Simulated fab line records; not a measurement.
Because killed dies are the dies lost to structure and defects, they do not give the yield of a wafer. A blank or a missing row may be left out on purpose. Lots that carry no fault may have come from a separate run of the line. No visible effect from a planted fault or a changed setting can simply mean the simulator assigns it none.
Chamber matching ; flow nandHarc ; 3 sister chambers for NHARC_A_CONTACT_DEP_29 on pecvd-01
The step deposits SiON, target thk 100 nm. 18 wafers are shown with their chamber, then 9 later ones without.

WAFERS WITH THEIR CHAMBER
wafer;chamber;heaterPowerW (W)
L079.1;0;780
L079.3;1;636
L079.5;0;788
L082.2;1;712
L082.5;2;695
L082.6;1;728
L091.2;2;721
L091.4;1;620
L091.6;2;730
L091.1;0;753
L091.3;1;749
L091.5;0;764
L088.1;2;712
L088.2;1;627
L088.3;0;799
L092.1;2;726
L092.2;0;673
L092.5;1;700

SIGNATURES (averages over the wafers above)
reading;chamber 0;chamber 1;chamber 2;scatter within a chamber
heaterPowerW;759.50;681.71;716.80;43.1
Rule: a wafer's distance from a chamber is the root of the sum, over the readings, of the square of ((its reading less the chamber's mean) divided by the reading's scatter). The wafer belongs to the nearest chamber; if the next one is less than 2 further off, it can't be placed. The scatter: the root of (the sum of the squares of (reading less its chamber's mean) over the shown wafers, divided by (wafers less chambers)).

WAFERS WHOSE CHAMBER IS MISSING
wafer;heaterPowerW (W)
L096.1;738
L096.4;821
L096.5;760
L097.1;676
L097.2;694
L097.3;701
L097.4;697
L097.5;685
L097.6;709

EACH ONE'S CHAMBER
wafer;from the rows above;in truth
L096.1;can't be placed: 2 or 0 or 1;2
L096.4;can't be placed: 0 or 2 or 1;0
L096.5;can't be placed: 0 or 2 or 1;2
L097.1;can't be placed: 1 or 2 or 0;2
L097.2;can't be placed: 1 or 2 or 0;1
L097.3;can't be placed: 2 or 1 or 0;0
L097.4;can't be placed: 1 or 2 or 0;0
L097.5;can't be placed: 1 or 2 or 0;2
L097.6;can't be placed: 2 or 1 or 0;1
Correctly placed: 0 of 9. From these rows, 9 cannot be placed; in 9 the true chamber is one of the candidates. Number placed wrongly: 0.
